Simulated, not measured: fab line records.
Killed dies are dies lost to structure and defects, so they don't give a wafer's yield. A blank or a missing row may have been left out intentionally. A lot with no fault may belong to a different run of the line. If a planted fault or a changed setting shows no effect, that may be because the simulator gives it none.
Matching of chambers :: flow n5Finfet :: N5_BEOL_M5_ETCH_72 on rieDiel-05 has 4 sister chambers
The step etches underlayer in N2/H2, target depth 6.5 nm, time 5.2 s. 20 wafers are shown with their chamber, then 10 later ones without.

## EACH WAFER AND ITS CHAMBER
wafer: L074.1
chamber: 2
drypumpMotorCurrentA (A): 5.1
showerheadPlenumPTorr (Torr): 2.50
throttleValvePct (%): 18.13

wafer: L074.3
chamber: 1
drypumpMotorCurrentA (A): 5.4
showerheadPlenumPTorr (Torr): 2.43
throttleValvePct (%): 17.72

wafer: L074.4
chamber: 0
drypumpMotorCurrentA (A): 6.8
showerheadPlenumPTorr (Torr): 2.67
throttleValvePct (%): 17.64

wafer: L075.1
chamber: 0
drypumpMotorCurrentA (A): 6.8
showerheadPlenumPTorr (Torr): 2.67
throttleValvePct (%): 17.64

wafer: L075.2
chamber: 1
drypumpMotorCurrentA (A): 5.4
showerheadPlenumPTorr (Torr): 2.43
throttleValvePct (%): 17.73

wafer: L075.3
chamber: 2
drypumpMotorCurrentA (A): 5.0
showerheadPlenumPTorr (Torr): 2.50
throttleValvePct (%): 18.12

wafer: L075.4
chamber: 0
drypumpMotorCurrentA (A): 6.8
showerheadPlenumPTorr (Torr): 2.67
throttleValvePct (%): 17.66

wafer: L075.5
chamber: 1
drypumpMotorCurrentA (A): 5.4
showerheadPlenumPTorr (Torr): 2.43
throttleValvePct (%): 17.74

wafer: L075.6
chamber: 2
drypumpMotorCurrentA (A): 5.1
showerheadPlenumPTorr (Torr): 2.50
throttleValvePct (%): 18.13

wafer: L077.1
chamber: 1
drypumpMotorCurrentA (A): 5.4
showerheadPlenumPTorr (Torr): 2.43
throttleValvePct (%): 17.73

wafer: L077.4
chamber: 0
drypumpMotorCurrentA (A): 6.8
showerheadPlenumPTorr (Torr): 2.67
throttleValvePct (%): 17.68

wafer: L077.5
chamber: 2
drypumpMotorCurrentA (A): 5.1
showerheadPlenumPTorr (Torr): 2.49
throttleValvePct (%): 18.15

wafer: L082.2
chamber: 2
drypumpMotorCurrentA (A): 5.1
showerheadPlenumPTorr (Torr): 2.49
throttleValvePct (%): 18.15

wafer: L082.4
chamber: 1
drypumpMotorCurrentA (A): 5.4
showerheadPlenumPTorr (Torr): 2.43
throttleValvePct (%): 17.75

wafer: L082.5
chamber: 1
drypumpMotorCurrentA (A): 5.4
showerheadPlenumPTorr (Torr): 2.43
throttleValvePct (%): 17.75

wafer: L085.1
chamber: 2
drypumpMotorCurrentA (A): 5.1
showerheadPlenumPTorr (Torr): 2.49
throttleValvePct (%): 18.16

wafer: L085.2
chamber: 3
drypumpMotorCurrentA (A): 5.1
showerheadPlenumPTorr (Torr): 2.72
throttleValvePct (%): 17.80

wafer: L085.3
chamber: 0
drypumpMotorCurrentA (A): 6.8
showerheadPlenumPTorr (Torr): 2.66
throttleValvePct (%): 17.68

wafer: L085.4
chamber: 1
drypumpMotorCurrentA (A): 5.4
showerheadPlenumPTorr (Torr): 2.42
throttleValvePct (%): 17.74

wafer: L085.5
chamber: 1
drypumpMotorCurrentA (A): 5.4
showerheadPlenumPTorr (Torr): 2.42
throttleValvePct (%): 17.75

SIGNATURES (means of the wafers above)
reading: drypumpMotorCurrentA
chamber 0: 6.800
chamber 1: 5.400
chamber 2: 5.083
chamber 3: 5.100
scatter within a chamber: 0.0228

reading: showerheadPlenumPTorr
chamber 0: 2.6680
chamber 1: 2.4275
chamber 2: 2.4950
chamber 3: 2.7200
scatter within a chamber: 0.00487

reading: throttleValvePct
chamber 0: 17.6600
chamber 1: 17.7387
chamber 2: 18.1400
chamber 3: 17.8000
scatter within a chamber: 0.0152
Rule: a wafer's distance from a chamber is the root of the sum, over the readings, of the square of ((its reading less the chamber's mean) divided by the reading's scatter). The wafer belongs to the nearest chamber; if the next one is less than 2 further off, it can't be placed. The scatter: take each reading less its chamber's mean, square it, sum over the shown wafers, divide by the number of wafers less the number of chambers, and take the root.

## WAFERS MISSING THEIR CHAMBER
wafer: L085.6
drypumpMotorCurrentA (A): 5.1
showerheadPlenumPTorr (Torr): 2.49
throttleValvePct (%): 18.17

wafer: L088.1
drypumpMotorCurrentA (A): 5.1
showerheadPlenumPTorr (Torr): 2.49
throttleValvePct (%): 18.16

wafer: L088.2
drypumpMotorCurrentA (A): 5.1
showerheadPlenumPTorr (Torr): 2.72
throttleValvePct (%): 17.78

wafer: L088.5
drypumpMotorCurrentA (A): 6.8
showerheadPlenumPTorr (Torr): 2.66
throttleValvePct (%): 17.68

wafer: L087.1
drypumpMotorCurrentA (A): 6.8
showerheadPlenumPTorr (Torr): 2.66
throttleValvePct (%): 17.70

wafer: L087.5
drypumpMotorCurrentA (A): 5.4
showerheadPlenumPTorr (Torr): 2.42
throttleValvePct (%): 17.77

wafer: L087.6
drypumpMotorCurrentA (A): 5.0
showerheadPlenumPTorr (Torr): 2.49
throttleValvePct (%): 18.15

wafer: L090.2
drypumpMotorCurrentA (A): 5.1
showerheadPlenumPTorr (Torr): 2.71
throttleValvePct (%): 17.82

wafer: L090.3
drypumpMotorCurrentA (A): 5.1
showerheadPlenumPTorr (Torr): 2.48
throttleValvePct (%): 18.18

wafer: L090.5
drypumpMotorCurrentA (A): 5.4
showerheadPlenumPTorr (Torr): 2.42
throttleValvePct (%): 17.76

## CHAMBER TAKEN BY EACH
wafer: L085.6
from the rows above: 2
in truth: 2

wafer: L088.1
from the rows above: 2
in truth: 2

wafer: L088.2
from the rows above: 3
in truth: 3

wafer: L088.5
from the rows above: 0
in truth: 0

wafer: L087.1
from the rows above: 0
in truth: 0

wafer: L087.5
from the rows above: 1
in truth: 1

wafer: L087.6
from the rows above: 2
in truth: 2

wafer: L090.2
from the rows above: 3
in truth: 3

wafer: L090.3
from the rows above: 2
in truth: 2

wafer: L090.5
from the rows above: 1
in truth: 1
10 of 10 placed correctly. From these rows, 0 cannot be placed. 0 placed wrongly.
